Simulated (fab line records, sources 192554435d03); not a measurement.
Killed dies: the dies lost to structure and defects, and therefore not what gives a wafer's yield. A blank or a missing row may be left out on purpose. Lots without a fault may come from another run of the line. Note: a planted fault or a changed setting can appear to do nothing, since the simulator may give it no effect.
Matching of chambers + flow n5Finfet + N5_BEOL_M1_DESCUM_16 on rieDiel-02 has 4 sister chambers
The step chemistry O2, time 7 s. 4 wafers are shown with their chamber, then 8 later ones without.

== WAFERS WITH THEIR CHAMBER ==
| wafer  | chamber | throttleValvePct (%) |
|--------|---------|----------------------|
| L086.6 | 2       | 20.78                |
| L088.4 | 3       | 20.65                |
| L088.6 | 1       | 20.27                |
| L091.1 | 0       | 20.10                |

== WAFERS WITHOUT THEIR CHAMBER ==
| wafer  | throttleValvePct (%) |
|--------|----------------------|
| L091.2 | 20.29                |
| L091.6 | 20.29                |
| L092.3 | 20.77                |
| L092.4 | 20.30                |
| L092.5 | 20.12                |
| L096.1 | 20.28                |
| L096.2 | 20.80                |
| L096.3 | 20.69                |

== THE CHAMBER EACH PASSED THROUGH ==
| wafer  | from the rows above | in truth |
|--------|---------------------|----------|
| L091.2 | 1                   | 1        |
| L091.6 | 1                   | 1        |
| L092.3 | 2                   | 2        |
| L092.4 | 1                   | 1        |
| L092.5 | 0                   | 0        |
| L096.1 | 1                   | 1        |
| L096.2 | 2                   | 2        |
| L096.3 | 3                   | 3        |
Correct placement for 8 of the 8. Left unplaced by these rows: 0. Number placed wrongly: 0.
How it was worked out, from the rows above alone: a wafer's distance from a chamber is the root of the sum, over the readings, of the square of ((its reading less the chamber's mean) divided by the reading's scatter). If the next closest chamber is less than 2 further off than the closest, the wafer can't be placed; otherwise it belongs to the closest. For every chamber, the mean is computed from those of its wafers that are shown. The scatter: with one shown wafer a chamber, the root of the mean of the squares of how far each hidden wafer lies from its nearest shown one.
